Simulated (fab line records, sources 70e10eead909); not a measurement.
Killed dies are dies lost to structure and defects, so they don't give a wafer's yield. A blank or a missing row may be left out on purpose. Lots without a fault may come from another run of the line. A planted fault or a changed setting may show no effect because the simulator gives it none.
Which tool did it? | flow nand_harc | 6 lots, 18 wafers sampled, at 4 steps of a route of 1302

WHAT THE GAUGES READ, wafer by wafer
NHARC_A_ONON_D1_THK_MEAS_27: measures by ellipsometry.
lot  | measured     | on            | thk_nm (nm)
L964 | day 8 15:13  | film_metro-02 | 988 987 987
L966 | day 9 10:47  | film_metro-02 | 992 991 995
L968 | day 10 08:06 | film_metro-01 | 991 992 992
L971 | day 11 17:49 | film_metro-02 | 1517 1517 1011
L980 | day 15 06:23 | film_metro-01 | 1006 1007 1006
L983 | day 16 21:52 | film_metro-01 | 1004 1004 1003

WHICH TOOL RAN EACH LOT (tool, then ch and the chambers of the sampled wafers, then the start)
lot  | NHARC_A_ZERO_WELL_ETCH_13        | NHARC_A_ZERO_WELL_RTA_16         | NHARC_A_ONON_D1_DEP_25
L964 | rie_si-05 ch 0,1,3, day 7 03:37  | rtp_anneal-01 ch 0, day 7 04:31  | pecvd_onon-02 ch 0, day 8 14:43
L966 | rie_si-05 ch 0,2,3, day 7 23:06  | rtp_anneal-02 ch 0, day 7 23:58  | pecvd_onon-01 ch 0, day 9 10:17
L968 | rie_si-02 ch 1,3, day 8 20:32    | rtp_anneal-02 ch 0, day 8 21:28  | pecvd_onon-02 ch 0, day 10 07:39
L971 | rie_si-04 ch 0,1,2, day 10 07:37 | rtp_anneal-02 ch 0, day 10 08:32 | pecvd_onon-01 ch 0, day 11 17:19
L980 | rie_si-02 ch 0,2,3, day 13 22:32 | rtp_anneal-01 ch 0, day 13 23:25 | pecvd_onon-02 ch 0, day 15 05:53
L983 | rie_si-02 ch 1,2,3, day 15 11:09 | rtp_anneal-01 ch 0, day 15 12:04 | pecvd_onon-03 ch 0, day 16 21:21
- NHARC_A_ZERO_WELL_ETCH_13: etches the open film in HBr/Cl2, target depth 120 nm, time 40.1 s.
- NHARC_A_ZERO_WELL_RTA_16: time 10 s.
- NHARC_A_ONON_D1_DEP_25: target thk 1000 nm.

THE ANSWER, worked out from the rows above alone
Rule: what is usual is taken from the lots themselves. Put in order of their means at a reading, lots are off if they are a third of the lots or fewer, leave a main group of 4 or more, and stand apart from it by a gap of 3 or more times the standard deviation of the main group's means; of several such gaps the widest counts. A main group whose means are all the same, to the digits that the tables above print for the reading, isn't used. A lot without any number at a reading at which 4 lots or more have one is off too. The other lots that the step has rows for count as sound.
Off: L971, at NHARC_A_ONON_D1_THK_MEAS_27 (thk_nm). The main group: mean 996 nm, standard deviation 7.3.
A tool fits if, at a process step before that reading, it ran every lot that is off, and no sound lot after the first of them. The gauges at NHARC_A_ONON_D1_THK_MEAS_27 are tried like those tools. Can't be told from this: 4 tools fit, rie_si-04 at NHARC_A_ZERO_WELL_ETCH_13, rtp_anneal-02 at NHARC_A_ZERO_WELL_RTA_16, pecvd_onon-01 at NHARC_A_ONON_D1_DEP_25, film_metro-02 at NHARC_A_ONON_D1_THK_MEAS_27.

WHAT THE SIMULATOR HAD PUT IN
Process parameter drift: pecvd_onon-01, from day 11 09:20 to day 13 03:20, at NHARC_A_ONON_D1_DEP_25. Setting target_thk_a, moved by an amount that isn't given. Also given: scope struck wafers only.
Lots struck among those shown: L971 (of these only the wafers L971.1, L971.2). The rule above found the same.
